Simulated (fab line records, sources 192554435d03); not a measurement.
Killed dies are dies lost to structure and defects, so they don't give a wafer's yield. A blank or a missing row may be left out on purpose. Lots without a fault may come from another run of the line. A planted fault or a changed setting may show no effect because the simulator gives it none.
Split-lot experiment | flow n5_finfet | 7 lots, 21 wafers read, on a route of 1938 steps

THE SPLIT
At N5_MOL_CONTACT_COAG_EXPOSE_81 (exposes mask VG, defocus 0 nm), the setting dose_mj was moved away from the recipe's 59.5 on 7 of the 21 wafers read, by -7.1% to +5.9%. The other wafers ran this setting at the recipe's value.

FROM THE SPLIT TO THE READING: what the file shows between them, 12 steps
- N5_MOL_CONTACT_COAG_PEB_82: peb time 60 s
- N5_MOL_CONTACT_COAG_DEVELOP_83: develop time 30 s
- N5_MOL_CONTACT_COAG_CD_MEAS_84: target cd 25.1 nm
- N5_MOL_CONTACT_COAG_DESCUM_88: chemistry O2, time 7 s
- N5_MOL_CONTACT_COAG_ETCH_89: etches underlayer in N2/H2, target depth 13 nm, time 10.4 s
- N5_MOL_CONTACT_COAG_ETCH_90: etches SiARC in CF4, target depth 13 nm, time 21.7 s
- N5_MOL_CONTACT_COAG_ALD_131: deposits SiO2, target thk 5 nm, pulse time 1 s, co reactant pulse time 1 s
- N5_MOL_CONTACT_COAG_ETCHBACK_132: etches SiO2 in CHF3, target depth 10 nm, time 6.7 s
- N5_MOL_CONTACT_COAG_ETCH_91: etches SOC in N2/H2, target depth 60 nm, overetch 21 nm, time 101.2 s
- N5_MOL_CONTACT_COAG_STRIP_92: strips in N2/H2
- N5_MOL_CONTACT_COAG_PRECLEAN_144: cleans in alkaline clean, time 60 s
- N5_MOL_CONTACT_COAG_SRD_145: time 30 s

THE READING
cd_nm, in nm, at N5_MOL_CONTACT_COAG_CD_MEAS_137 (target cd 16 nm). Fault-free wafers of this fab line usually give 16.0 nm, standard deviation 0.34 nm.

wafer  | tool, chamber at the split | dose_mj as run | against the recipe | cd_nm, nm | against lot-mates on the recipe
L074.1 | euv_scanner-02, 0          | 59.5           | recipe             | 15.9      | -
L074.3 | euv_scanner-02, 0          | 59.5           | recipe             | 15.6      | -
L074.5 | euv_scanner-02, 0          | 59.5           | recipe             | 16.0      | -
L080.2 | euv_scanner-02, 0          | 59.5           | recipe             | 15.5      | -
L080.5 | euv_scanner-02, 0          | 59.5           | recipe             | 15.7      | -
L080.6 | euv_scanner-02, 0          | 59.5           | recipe             | 15.9      | -
L083.1 | euv_scanner-01, 0          | 59.5           | recipe             | 16.1      | -
L083.2 | euv_scanner-01, 0          | 55.29          | -7.1%              | 14.9      | -1.2
L083.5 | euv_scanner-01, 0          | 55.29          | -7.1%              | 14.6      | -1.5
L086.3 | euv_scanner-02, 0          | 63.04          | +5.9%              | 17.5      | +1.3
L086.4 | euv_scanner-02, 0          | 63.04          | +5.9%              | 17.3      | +1.1
L086.6 | euv_scanner-02, 0          | 59.5           | recipe             | 16.2      | -
L091.1 | euv_scanner-02, 0          | 56.41          | -5.2%              | 14.5      | -1.0
L091.2 | euv_scanner-02, 0          | 59.5           | recipe             | 15.5      | -
L091.5 | euv_scanner-02, 0          | 56.41          | -5.2%              | 14.7      | -0.8
L093.3 | euv_scanner-01, 0          | 59.5           | recipe             | 16.4      | -
L093.5 | euv_scanner-01, 0          | 59.5           | recipe             | 16.1      | -
L093.6 | euv_scanner-01, 0          | 57.25          | -3.8%              | 15.7      | -0.6
L097.3 | euv_scanner-02, 0          | 59.5           | recipe             | 16.1      | -
L097.4 | euv_scanner-02, 0          | 59.5           | recipe             | 16.3      | -
L097.6 | euv_scanner-02, 0          | 59.5           | recipe             | 15.9      | -

THE FIT
A straight line over all 21 wafers: cd_nm changes by +0.209 nm for each +1% of dose_mj; r = +0.92; the points scatter about the line by 0.31 nm.
The same after taking each lot's own level away (the mean of its wafers on the recipe; 21 wafers): +0.189 nm for each +1%; r = +0.98; scatter 0.15 nm.
On that fit, the largest move of dose_mj shifts the reading by 1.3 nm.
The lots' own levels span 15.50 to 16.25 nm, that is 2.2 times the standard deviation above.
So the lot-to-lot level changes the slope: the two fits differ.
Check: with one of the wafers moved furthest among these (-7.1%) left out of the fit, the line predicts -1.35 nm for it against its lot-mates. It came out at -1.2 nm against them.

OTHER SPLITS ON THESE WAFERS
These wafers also went through other splits before the reading. Each is held against what the fit with the lots' levels taken away leaves over:
other split on the same wafers       | wafers away from the commonest value | r with cd_nm (lot level and that fit taken away)
N5_HKMG_FIN_COAT_06 spin_rpm         | 7                                    | +0.20
N5_HKMG_FIN_ETCH_35 time_s           | 8                                    | +0.12
N5_GATE_CUT_ALD_22 ald_cycles        | 7                                    | +0.25
N5_MOL_CONTACT_COAG_COAT_76 spin_rpm | 6                                    | +0.15

THE WHOLE CHAIN: every reading that the file lists as answering this split, in the file's order
step                            | what it does      | reading | change (the file's fit)               | r (the file's)
N5_MOL_CONTACT_COAG_CD_MEAS_84  | target cd 25.1 nm | cd_nm   | +0.235 nm for each +1% of the setting | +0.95
N5_MOL_CONTACT_COAG_CD_MEAS_137 | target cd 16 nm   | cd_nm   | +0.183 nm for each +1% of the setting | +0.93

THE FILE'S OWN FIT
cd_nm changes by +0.183 nm for each +1% of dose_mj, r = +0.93.
